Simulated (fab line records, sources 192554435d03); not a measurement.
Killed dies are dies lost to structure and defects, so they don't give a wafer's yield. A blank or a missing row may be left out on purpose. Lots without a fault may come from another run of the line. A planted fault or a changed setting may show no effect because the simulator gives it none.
Chamber matching | flow n5_finfet | N5_MOL_CONTACT_COAG_DESCUM_88 on rie_diel-05: 4 sister chambers
The step chemistry O2, time 7 s. 7 wafers are shown with their chamber, then 7 later ones without.

WAFERS WITH THEIR CHAMBER
wafer  | chamber | showerhead_plenum_p_Torr (Torr) | throttle_valve_pct (%)
L077.6 | 0       | 2.05                            | 20.77
L074.6 | 3       | 2.22                            | 20.51
L083.1 | 1       | 2.04                            | 20.42
L083.2 | 2       | 2.22                            | 20.35
L083.4 | 3       | 2.22                            | 20.52
L090.1 | 2       | 2.21                            | 20.38
L090.4 | 1       | 2.04                            | 20.44

WAFERS WITHOUT THEIR CHAMBER
wafer  | showerhead_plenum_p_Torr (Torr) | throttle_valve_pct (%)
L090.5 | 2.21                            | 20.54
L095.2 | 2.03                            | 20.44
L095.3 | 2.21                            | 20.40
L095.4 | 2.04                            | 20.79
L097.2 | 2.04                            | 20.79
L097.4 | 2.21                            | 20.57
L097.5 | 2.21                            | 20.41

WHICH CHAMBER EACH WENT THROUGH
wafer  | from the rows above | in truth
L090.5 | 3                   | 3
L095.2 | 1                   | 1
L095.3 | 2                   | 2
L095.4 | 0                   | 0
L097.2 | 0                   | 0
L097.4 | 3                   | 3
L097.5 | 2                   | 2
Placed correctly: 7 of 7. Can't be placed from these rows: 0. Placed wrongly: 0.
How it was worked out, from the rows above alone: a wafer's distance from a chamber is the root of the sum, over the readings, of the square of ((its reading less the chamber's mean) divided by the reading's scatter). The wafer belongs to the nearest chamber; if the next one is less than 2 further off, it can't be placed. A chamber's mean is the mean of its shown wafers. The scatter: the root of (the sum of the squares of (reading less its chamber's mean) over the shown wafers, divided by (wafers less chambers)).
